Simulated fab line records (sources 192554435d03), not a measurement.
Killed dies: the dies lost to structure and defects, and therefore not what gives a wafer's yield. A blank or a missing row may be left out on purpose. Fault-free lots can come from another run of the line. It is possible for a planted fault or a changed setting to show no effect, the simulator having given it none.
One fault seen from 2 desks :: flow n5-finfet :: numbers are kept per desk, each desk with only its own; the story behind them comes last

AT THE METROLOGY DESK
What the gauges read for every lot (on any tool): the sampled wafers with a number, averaged. A lot is out of limits, marked OUT, if its mean lies more than 4 standard deviations from the usual mean; the brackets give that distance.
Columns: A = trench-depth-nm at N5_BEOL_M11_OCD_MEAS_38, usual 147.8 nm
lot: L858
first seen here: day 10 13:47
A: 144.0

lot: L863
first seen here: day 11 23:32
A: 147.9

lot: L862
first seen here: day 12 04:07
A: 150.0

lot: L864
first seen here: day 12 07:59
A: 147.4

lot: L866
first seen here: day 12 21:45
A: 147.2

lot: L869
first seen here: day 13 11:53
A: 148.1

lot: L867
first seen here: day 13 11:56
A: 143.9

lot: L868
first seen here: day 13 20:33
A: 148.0

lot: L871
first seen here: day 13 21:02
A: 150.3

lot: L873
first seen here: day 14 16:43
A: 151.0

lot: L878
first seen here: day 15 18:57
A: 149.3

lot: L880
first seen here: day 16 04:13
A: 147.7
This desk's verdict: no lot among the 12 shows anything out of limits.

AT THE TOOL OWNER'S DESK: ald-metal-03
The tool's own readings at N5_BEOL_M11_ALD_74 (deposits TaN, target thk 2 nm, pulse time 2 s, purge time 3 s): means of the sampled wafers that have a number, for each lot that ran on this tool. A lot is out of limits, marked OUT, if its mean lies more than 4 standard deviations from the usual mean; the brackets give that distance.
Columns: A = heater-power-w at N5_BEOL_M11_ALD_74, usual 416 W
lot: L858
first seen here: day 10 14:40
A: 396

lot: L863
first seen here: day 12 00:17
A: 374

lot: L867
first seen here: day 13 12:47
A: 342

lot: L868
first seen here: day 13 21:13
A: 388

lot: L871
first seen here: day 13 22:24
A: 366

lot: L873
first seen here: day 14 17:35
A: 364
This desk's verdict: no lot among the 6 shows anything out of limits.

BROUGHT TOGETHER
The metrology desk saw nothing out of limits.
The desk of the tool owner found nothing out of limits.

WHAT HAD BEEN PUT IN BY THE SIMULATOR
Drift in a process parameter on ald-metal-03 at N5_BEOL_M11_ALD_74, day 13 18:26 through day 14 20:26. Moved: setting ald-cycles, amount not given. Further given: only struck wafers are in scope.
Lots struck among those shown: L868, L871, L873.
